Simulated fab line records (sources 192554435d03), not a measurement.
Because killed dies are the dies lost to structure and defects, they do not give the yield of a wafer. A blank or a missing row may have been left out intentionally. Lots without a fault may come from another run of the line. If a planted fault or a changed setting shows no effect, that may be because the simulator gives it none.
Which of the tools did it?	flow n5-finfet	33 wafers from 11 lots sampled at 6 of the route's 1938 steps

WHAT EACH GAUGE READ, for each wafer
N5_BEOL_M1_RS_MEAS_58: the measuring method here is four-point-probe.
lot	measured	on	M1_RS (ohm/sq)
L076	day 6 17:14	film-metro-02	0.75 0.71 0.69
L078	day 7 10:59	film-metro-02	0.65 0.71 0.64
L080	day 8 01:12	film-metro-02	0.77 0.71 0.67
L082	day 8 13:07	film-metro-01	0.71 0.66 0.73
L084	day 9 05:15	film-metro-01	0.67 0.66 0.70
L087	day 9 20:13	film-metro-02	0.71 0.70 0.66
L089	day 10 03:44	film-metro-02	0.62 0.62 0.57
L091	day 11 05:00	film-metro-01	0.63 0.70 0.64
L094	day 11 12:48	film-metro-01	0.66 0.69 0.66
L095	day 11 19:17	film-metro-02	0.66 0.67 0.66
L097	day 13 04:04	film-metro-01	0.69 0.70 0.77

EACH LOT AND THE TOOL THAT RAN IT (in order: tool; ch and the chambers of the sampled wafers; start)
lot	N5_BEOL_M1_ETCH_74	N5_BEOL_M1_ETCH_70	N5_BEOL_M1_STRIP_36	N5_BEOL_M1_SPUTTER_48	N5_BEOL_M1_ANNEAL_91
L076	rie-diel-03 ch 0,2,3, day 6 10:21	rie-diel-03 ch 0,2,3, day 6 12:07	rie-diel-03 ch 0,2,3, day 6 12:17	pvd-sputter-01, day 6 14:15	pvd-sputter-01, day 6 15:26
L078	rie-diel-06 ch 0,2,3, day 7 02:40	rie-diel-03 ch 0,2, day 7 06:42	rie-diel-03 ch 0,2, day 7 06:52	pvd-sputter-01, day 7 08:11	pvd-sputter-01, day 7 09:22
L080	rie-diel-03 ch 2,3, day 7 16:32	rie-diel-03 ch 0,2, day 7 18:53	rie-diel-03 ch 0,2, day 7 19:02	pvd-sputter-02, day 7 22:23	pvd-sputter-02, day 7 23:34
L082	rie-diel-06 ch 0,1,2, day 8 04:37	rie-diel-03 ch 2,3, day 8 05:57	rie-diel-03 ch 2,3, day 8 06:07	pvd-sputter-02, day 8 08:28	pvd-sputter-02, day 8 09:39
L084	rie-diel-05 ch 0,2,3, day 8 20:59	rie-diel-06 ch 1,2, day 8 23:22	rie-diel-06 ch 1,2, day 8 23:31	pvd-sputter-03, day 9 02:01	pvd-sputter-03, day 9 03:11
L087	rie-diel-06 ch 2,3, day 9 08:01	rie-diel-03 ch 0,2, day 9 15:22	rie-diel-03 ch 0,2, day 9 15:31	pvd-sputter-03, day 9 17:09	pvd-sputter-03, day 9 18:20
L089	rie-diel-06 ch 0,1,2, day 9 19:53	rie-diel-03 ch 1,2,3, day 9 22:11	rie-diel-03 ch 1,2,3, day 9 22:21	pvd-sputter-03, day 10 00:56	pvd-sputter-03, day 10 02:07
L091	rie-diel-03 ch 0,1,2, day 10 07:34	rie-diel-03 ch 0,1,3, day 11 00:11	rie-diel-03 ch 0,1,3, day 11 00:21	pvd-sputter-02, day 11 02:04	pvd-sputter-02, day 11 03:14
L094	rie-diel-05 ch 0,2,3, day 11 03:20	rie-diel-05 ch 0,2,3, day 11 07:04	rie-diel-05 ch 0,2,3, day 11 07:14	pvd-sputter-01, day 11 10:00	pvd-sputter-01, day 11 11:11
L095	rie-diel-06 ch 0,2,3, day 11 11:32	rie-diel-05 ch 0,1,2, day 11 15:05	rie-diel-05 ch 0,1,2, day 11 15:15	pvd-sputter-02, day 11 16:25	pvd-sputter-02, day 11 17:35
L097	rie-diel-06 ch 0,1,3, day 12 15:36	rie-diel-03 ch 2, day 12 23:35	rie-diel-03 ch 2, day 12 23:49	pvd-sputter-01, day 13 01:08	pvd-sputter-01, day 13 02:25
- N5_BEOL_M1_ETCH_74: etches underlayer in N2/H2, target depth 6.5 nm, time 5.2 s.
- N5_BEOL_M1_ETCH_70: etches SOC in N2/H2, target depth 80 nm, overetch 16 nm, time 120 s.
- N5_BEOL_M1_STRIP_36: strips in N2/H2.
- N5_BEOL_M1_SPUTTER_48: material Cu, target thk 4.5 nm, time 8.29 s.
- N5_BEOL_M1_ANNEAL_91: time 240 s.

THE ANSWER, worked out from the rows above alone
Rule: usual is defined by the lots themselves. The widest of any qualifying gaps counts: lots, ordered by their means at a reading, are off when they make up no more than a third of the lots, leave a main group of 4 or more, and stand apart from it by 3 or more times the standard deviation of that group's means. Not used: any main group whose means are identical at the precision the tables above print for the reading. Also off: a lot with no number at a reading for which 4 or more lots have one. The other lots that the step has rows for count as sound.
No lot is off at any reading shown: from this, nothing can be told.

WHAT THE SIMULATOR PUT IN
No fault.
